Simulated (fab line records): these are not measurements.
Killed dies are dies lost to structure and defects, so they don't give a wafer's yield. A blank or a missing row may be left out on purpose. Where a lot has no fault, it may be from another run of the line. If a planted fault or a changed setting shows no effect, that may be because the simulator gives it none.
Matching of chambers | flow nand_harc | NHARC_P_STI_DESCUM_14 on rie_diel-10 has 4 sister chambers
The step chemistry O2, time 3 s. 8 wafers are shown with their chamber, then 11 later ones without.

## EACH WAFER AND ITS CHAMBER
wafer  | chamber | drypump_motor_current_A (A) | rf_vpp_V (V)
L080.4 | 2       | 5.2                         | 58.4
L083.2 | 2       | 5.2                         | 57.6
L086.4 | 3       | 6.4                         | 56.3
L088.1 | 1       | 5.9                         | 59.3
L088.6 | 3       | 6.3                         | 57.4
L089.3 | 1       | 5.9                         | 56.8
L089.5 | 0       | 5.1                         | 56.7
L090.2 | 0       | 5.1                         | 58.3

## WAFERS WITHOUT THEIR CHAMBER
wafer  | drypump_motor_current_A (A) | rf_vpp_V (V)
L090.3 | 5.9                         | 58.1
L090.4 | 6.4                         | 57.2
L095.3 | 5.1                         | 57.6
L095.5 | 5.9                         | 57.3
L095.6 | 5.2                         | 58.3
L096.1 | 6.4                         | 57.0
L096.2 | 5.2                         | 57.6
L096.5 | 5.9                         | 57.6
L097.3 | 5.2                         | 59.0
L097.4 | 5.9                         | 57.4
L097.5 | 6.4                         | 57.0

## CHAMBER TAKEN BY EACH
wafer  | from the rows above | in truth
L090.3 | 1                   | 1
L090.4 | 3                   | 3
L095.3 | 0                   | 0
L095.5 | 1                   | 1
L095.6 | 2                   | 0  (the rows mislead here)
L096.1 | 3                   | 3
L096.2 | 2                   | 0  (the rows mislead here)
L096.5 | 1                   | 1
L097.3 | 2                   | 2
L097.4 | 1                   | 1
L097.5 | 3                   | 3
Correct placement for 9 of the 11. Can't be placed from these rows: 0. Number placed wrongly: 2.
How it was worked out, from the rows above alone: a wafer's distance from a chamber is the root of the sum, over the readings, of the square of ((its reading less the chamber's mean) divided by the reading's scatter). The wafer belongs to the nearest chamber; if the next one is less than 2 further off, it can't be placed. The mean given for a chamber averages the wafers shown for that chamber. The scatter: take each reading less its chamber's mean, square it, sum over the shown wafers, divide by the number of wafers less the number of chambers, and take the root.
